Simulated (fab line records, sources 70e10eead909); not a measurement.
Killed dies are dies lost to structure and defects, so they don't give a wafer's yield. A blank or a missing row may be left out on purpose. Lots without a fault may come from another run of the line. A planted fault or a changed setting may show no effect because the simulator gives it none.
Problem report in the 8D (eight disciplines) form, filled by code | flow nand_harc | the parts of the form that need people (team, actions taken, sign-off) are left out

1. THE PROBLEM
killed_at_periphery at NHARC_END_SORT_01 reads a mean of 74.5 on 6 wafers of 2 lots; wafers without a fault read 3.7 with a standard deviation of 2.6. That is +27 standard deviations from the usual mean.
First seen on wafer L249.1, day 26 22:04, on prober-01. The record holds 10 wafers of 4 lots with a number at this step. Rule for "out", or "out of limits": more than 4 standard deviations from the usual mean. The other wafers with a number count as sound.

2. WHAT IT IS AND WHAT IT IS NOT
question                    | is                     | is not
which readings at this step | killed_at_periphery    | killed_at_other, killed_open
which lots                  | L249, L251             | L245, L261
which wafers of those lots  | all that have a number | -
read on which gauges        | prober-01, prober-02   | -
when                        | from day 26 22:04      | up to then (3 sound wafers); but 1 sound wafer of L261 came after

3. SUSPECTS, AND WHAT RULES EACH OUT
Counting: a tool at a process step up to the reading stays a suspect if it ran every lot that is out and no sound lot after the first of them.
- the gauge at NHARC_END_SORT_01: ruled out. The wafers that are out were read on 2 gauges (prober-01, prober-02).
- pvd_sputter-01 at NHARC_P_CONTACT_PVD_32 (deposits Ti, target thk 5 nm, time 17.7 s): ruled out as a lasting fault. Sound lots L261 ran on it after its first lot that is out, L249 (day 9 05:07).
Left after counting: nothing in the record.

4. THE CAUSE (what the simulator had put in)
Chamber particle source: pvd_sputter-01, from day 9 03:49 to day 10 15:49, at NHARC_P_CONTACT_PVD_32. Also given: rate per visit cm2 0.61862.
Counting ruled it out, wrongly: the rule takes a fault to strike every lot that its tool runs from its start on, and this one did not.

5. THE CHAIN OF EFFECTS, in route order
Each row: a reading whose mean over the struck wafers that have a number lies more than 3 standard deviations from the usual. Only readings for which the record gives a usual standard deviation are gone through. hours: the time from each lot's start at the first step in this table that gives one to its start at this step, as a median over the lots. sigmas: the change in usual standard deviations.
hours | step              | reading             | usual | on struck wafers | change | sigmas
0     | NHARC_END_SORT_01 | killed_at_periphery | 3.7   | 74.5             | +70.8  | +27
0     | NHARC_END_SORT_01 | killed_dies         | 66    | 167              | +101   | +4.4

6. WHAT WOULD HAVE CAUGHT IT SOONER
In this record the first reading out of limits at a measuring or inspecting step was taken at day 26 22:04, 426 hours after the fault began at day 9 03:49.
Of the tool readings at NHARC_P_CONTACT_PVD_32 for which the record gives a usual standard deviation, none was out on any struck wafer, so an alarm limit of 4 standard deviations on them would not have fired.
